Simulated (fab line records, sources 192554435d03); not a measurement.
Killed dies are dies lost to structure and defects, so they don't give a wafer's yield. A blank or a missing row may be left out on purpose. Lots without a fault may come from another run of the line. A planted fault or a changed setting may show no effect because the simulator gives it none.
A struck lot beside a sound one | flow n5_finfet | 14 steps out of a route of 1938
Sound: wafers L121.4, L121.5, L121.6. Struck: wafer L122.1. (L122.6 of the same lot was not struck and is left out.) The cause comes at the end.
At each step with rows: each side's tool, then ch and its chambers, then its first start. Under that, the readings that differ: sound wafers | struck wafers | difference of the means | sigmas: that difference in standard deviations of wafers without a fault.
alike: readings whose means differ by less than 2 such deviations, and words and numbers that are the same on both sides. not compared: withheld readings, readings that some wafer has no value for, bounds like >300 that may hide the same value, and numbers for which the record gives no deviation and whose values overlap.
The two part at a step that has a row with sigmas, a row that says differs or no value, or rows on one side only. Numbers that don't overlap but have no deviation are shown without sigmas and don't part them. A reading that every wafer of one side lacks parts them only if that side has two wafers or more.

N5_BEOL_M15_SPUTTER_45: material Cu, target thk 100 nm, time 16.67 s.
  sound on pvd_sputter-01, day 15 12:29; struck on pvd_sputter-02, day 15 19:28
  reading                | sound          | struck | difference | sigmas
  throttle_valve_pct (%) | 27.9 31.2 30.2 | 32.0   | +2.2       | +3
then, 2 steps without rows for these wafers: N5_BEOL_M15_ECD_47 (material Cu, target thk 1860 nm); N5_BEOL_M15_ANNEAL_48 (time 90 s).
N5_BEOL_M15_CMP_49: polishes, stops on SiO2, t overpolish 4.9 s, target thk 850 nm.
  sound on cmp-04 ch 0,2,3, day 15 13:32; struck on cmp-02 ch 0, day 15 20:14
  alike: barrier_field_endpoint_s, motor_current_A, overpolish_run_s, slurry_flow_ml_min
N5_BEOL_M15_THK_MEAS_50: measures by xrf.
  sound on film_metro-02, day 15 13:46; struck on film_metro-02, day 15 20:25
  alike: M15_THK
then, 1 step without rows for these wafers: N5_BEOL_M15_PRE_CLEAN_52 (time 15 s).
N5_BEOL_M15_DEP_53: deposits SiCN from 3MS/NH3, target thk 50 nm, time 17.8 s.
  sound on pecvd-02 ch 0,1,2, day 15 13:50; struck on pecvd-03 ch 0, day 15 20:29
  alike: showerhead_plenum_p_Torr, throttle_valve_pct
N5_BEOL_M15_RS_MEAS_54: measures by four-point-probe.
  sound on film_metro-02, day 15 13:53; struck on film_metro-02, day 15 20:34
  alike: M15_RS
N5_BEOL_M15_INSPECT_55: inspects for defects (darkfield).
  sound on defect_inspect-01, day 15 13:55; struck on defect_inspect-02, day 15 20:36
  alike: raw_defect_count
N5_BEOL_M15_RC_MEAS_101:
  sound on prober-02 ch 0, day 15 14:25; struck on prober-01 ch 0, day 15 20:37
  reading                 | sound                   | struck  | difference | sigmas
  COMB_M10_max_site (S/m) | 3.7e-11 1.7e-11 2.9e-11 | 1.7e-11 | -1.1e-11   | -2
  COMB_M14 (S/m)          | 4.8e-12 3.1e-12 4.9e-12 | 6.4e-12 | +2.1e-12   | +3
  alike: COMB_M10, COMB_M11, COMB_M12, COMB_M13, COMB_M13_max_site, COMB_M15, COMB_M5, COMB_M6, COMB_M7, COMB_M8, COMB_M9, SERP_M10, SERP_M11, SERP_M12, SERP_M13, SERP_M14, SERP_M5, SERP_M6, SERP_M7, SERP_M8, SERP_M9
then, 1 step without rows for these wafers: N5_PASSIVATION_PECVD_00 (deposits SiO2 from SiH4/N2O, target thk 200 nm, time 11.2 s).
N5_MIM_BOT_DEGAS_01: time 60 s.
  sound on pvd_sputter-01, day 15 16:47; struck on pvd_sputter-02, day 15 23:05
  alike: heater_power_w
N5_MIM_BOT_SPUTTER_00: material TiN, target thk 35 nm, time 89.7 s.
  sound on pvd_sputter-01, day 15 16:49; struck on pvd_sputter-02, day 15 23:08
  reading                                     | sound          | struck | difference | sigmas
  model.TiN_of_MIM_BOT_SPUTTER_00.thk_nm (nm) | 34.4 34.4 34.6 | 59.2   | +24.7      |
  alike: throttle_valve_pct
N5_MIM_TOP_ALD_00: deposits Al2O3, purge time 3 s, co reactant pulse time 3 s.
  the record has rows for the sound wafers here (ald_hk-01 ch 0,1, day 15 16:55) and none for the struck ones

WHERE THEY PART
First at N5_BEOL_M15_SPUTTER_45; last, within this record, at N5_MIM_TOP_ALD_00.

WHY: what the simulator had put in
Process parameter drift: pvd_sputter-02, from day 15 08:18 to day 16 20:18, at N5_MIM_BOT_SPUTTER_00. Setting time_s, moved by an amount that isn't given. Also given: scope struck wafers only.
